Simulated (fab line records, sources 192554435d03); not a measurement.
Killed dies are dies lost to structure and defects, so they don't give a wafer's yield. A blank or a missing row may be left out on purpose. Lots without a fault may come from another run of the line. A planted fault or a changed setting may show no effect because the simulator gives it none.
Chamber matching | flow n5_finfet | N5_SDB_CUT_ETCH_26 on rie_si-03: 4 sister chambers
The step etches Si in HBr/Cl2/O2, target depth 129.6 nm, bt time 20 s, time 51.8 s. 20 wafers are shown with their chamber, then 10 later ones without.

WAFERS WITH THEIR CHAMBER
wafer  | chamber | drypump_motor_current_A (A) | throttle_valve_pct (%) | O2_flow_sccm (sccm)
L074.1 | 2       | 5.8                         | 37.48                  | 11.96
L074.5 | 2       | 5.8                         | 37.48                  | 11.98
L074.6 | 3       | 5.5                         | 37.63                  | 11.99
L075.1 | 3       | 5.5                         | 37.61                  | 12.03
L075.2 | 2       | 5.8                         | 37.49                  | 12.09
L075.4 | 1       | 5.8                         | 37.44                  | 11.95
L077.1 | 1       | 5.8                         | 37.46                  | 11.99
L077.2 | 2       | 5.8                         | 37.48                  | 12.02
L077.6 | 2       | 5.8                         | 37.50                  | 11.97
L082.2 | 3       | 5.5                         | 37.63                  | 12.00
L082.3 | 2       | 5.8                         | 37.50                  | 11.98
L082.6 | 1       | 5.9                         | 37.46                  | 12.02
L083.1 | 2       | 5.8                         | 37.50                  | 12.05
L083.2 | 1       | 5.8                         | 37.45                  | 12.04
L083.6 | 1       | 5.8                         | 37.44                  | 12.01
L086.1 | 2       | 5.8                         | 37.48                  | 11.98
L086.3 | 1       | 5.8                         | 37.45                  | 12.07
L086.4 | 1       | 5.8                         | 37.45                  | 12.02
L091.3 | 1       | 5.8                         | 37.45                  | 12.03
L091.4 | 0       | 4.8                         | 37.44                  | 11.94

SIGNATURES (means of the wafers above)
reading                 | chamber 0 | chamber 1 | chamber 2 | chamber 3 | scatter within a chamber
drypump_motor_current_A | 4.800     | 5.812     | 5.800     | 5.500     | 0.0234
throttle_valve_pct      | 37.4400   | 37.4500   | 37.4887   | 37.6233   | 0.0092
O2_flow_sccm            | 11.9400   | 12.0162   | 12.0038   | 12.0067   | 0.0389
Rule: a wafer's distance from a chamber is the root of the sum, over the readings, of the square of ((its reading less the chamber's mean) divided by the reading's scatter). The wafer belongs to the nearest chamber; if the next one is less than 2 further off, it can't be placed. The scatter: the root of (the sum of the squares of (reading less its chamber's mean) over the shown wafers, divided by (wafers less chambers)).

WAFERS WITHOUT THEIR CHAMBER
wafer  | drypump_motor_current_A (A) | throttle_valve_pct (%) | O2_flow_sccm (sccm)
L091.6 | 5.8                         | 37.45                  | 12.03
L093.1 | 5.5                         | 37.61                  | 12.04
L093.4 | 5.8                         | 37.45                  | 12.03
L093.6 | 5.8                         | 37.49                  | 11.95
L094.1 | 5.8                         | 37.48                  | 11.97
L094.2 | 5.5                         | 37.63                  | 12.04
L094.3 | 5.8                         | 37.46                  | 11.99
L097.3 | 5.8                         | 37.46                  | 11.98
L097.4 | 5.8                         | 37.48                  | 12.02
L097.6 | 4.8                         | 37.44                  | 11.93

WHICH CHAMBER EACH WENT THROUGH
wafer  | from the rows above     | in truth
L091.6 | 1                       | 1
L093.1 | 3                       | 3
L093.4 | 1                       | 1
L093.6 | 2                       | 2
L094.1 | 2                       | 2
L094.2 | 3                       | 3
L094.3 | can't be placed: 1 or 2 | 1
L097.3 | can't be placed: 1 or 2 | 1
L097.4 | 2                       | 2
L097.6 | 0                       | 0
Placed correctly: 8 of 10. Can't be placed from these rows: 2 (the true chamber is among the candidates in 2). Placed wrongly: 0.
